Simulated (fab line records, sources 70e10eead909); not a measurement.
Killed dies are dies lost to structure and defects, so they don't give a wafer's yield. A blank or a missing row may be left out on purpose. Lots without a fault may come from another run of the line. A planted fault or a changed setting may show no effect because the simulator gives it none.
Chamber matching | flow nand_harc | NHARC_P_GATE_DEP_103 on pecvd-04: 3 sister chambers
The step deposits SiON, target thk 30 nm. 20 wafers are shown with their chamber, then 10 later ones without.

WAFERS WITH THEIR CHAMBER
wafer  | chamber | heater_power_w (W) | rf_fwd_power_W (W)
L076.2 | 1       | 657                | 348.8
L076.4 | 2       | 735                | 350.9
L076.6 | 0       | 567                | 346.6
L077.1 | 1       | 648                | 348.8
L077.4 | 1       | 632                | 348.9
L077.6 | 2       | 679                | 348.5
L078.2 | 2       | 715                | 349.5
L078.3 | 1       | 682                | 348.4
L078.4 | 1       | 678                | 348.1
L079.2 | 0       | 623                | 349.5
L079.4 | 1       | 579                | 349.1
L079.6 | 2       | 697                | 348.7
L082.1 | 1       | 675                | 346.6
L082.4 | 2       | 731                | 349.6
L082.6 | 1       | 675                | 347.2
L086.1 | 2       | 686                | 349.0
L086.5 | 2       | 680                | 349.1
L086.6 | 0       | 537                | 345.5
L087.1 | 0       | 629                | 348.2
L087.3 | 1       | 659                | 347.1

SIGNATURES (means of the wafers above)
reading        | chamber 0 | chamber 1 | chamber 2 | scatter within a chamber
heater_power_w | 589.00    | 653.89    | 703.29    | 32.3
rf_fwd_power_W | 347.450   | 348.111   | 349.329   | 1.08
Rule: a wafer's distance from a chamber is the root of the sum, over the readings, of the square of ((its reading less the chamber's mean) divided by the reading's scatter). The wafer belongs to the nearest chamber; if the next one is less than 2 further off, it can't be placed. The scatter: the root of (the sum of the squares of (reading less its chamber's mean) over the shown wafers, divided by (wafers less chambers)).

WAFERS WITHOUT THEIR CHAMBER
wafer  | heater_power_w (W) | rf_fwd_power_W (W)
L087.5 | 719                | 349.5
L088.2 | 614                | 351.3
L088.4 | 620                | 350.7
L088.6 | 753                | 348.0
L092.4 | 628                | 349.6
L092.5 | 605                | 349.1
L092.6 | 653                | 348.8
L096.1 | 564                | 347.9
L096.3 | 567                | 348.5
L096.6 | 673                | 348.6

WHICH CHAMBER EACH WENT THROUGH
wafer  | from the rows above          | in truth
L087.5 | can't be placed: 2 or 1      | 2
L088.2 | can't be placed: 1 or 2 or 0 | 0
L088.4 | can't be placed: 1 or 2 or 0 | 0
L088.6 | can't be placed: 2 or 1      | 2
L092.4 | can't be placed: 1 or 0 or 2 | 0
L092.5 | can't be placed: 0 or 1 or 2 | 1
L092.6 | can't be placed: 1 or 2 or 0 | 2
L096.1 | can't be placed: 0 or 1      | 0
L096.3 | can't be placed: 0 or 1      | 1
L096.6 | can't be placed: 1 or 2      | 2
Placed correctly: 0 of 10. Can't be placed from these rows: 10 (the true chamber is among the candidates in 10). Placed wrongly: 0.
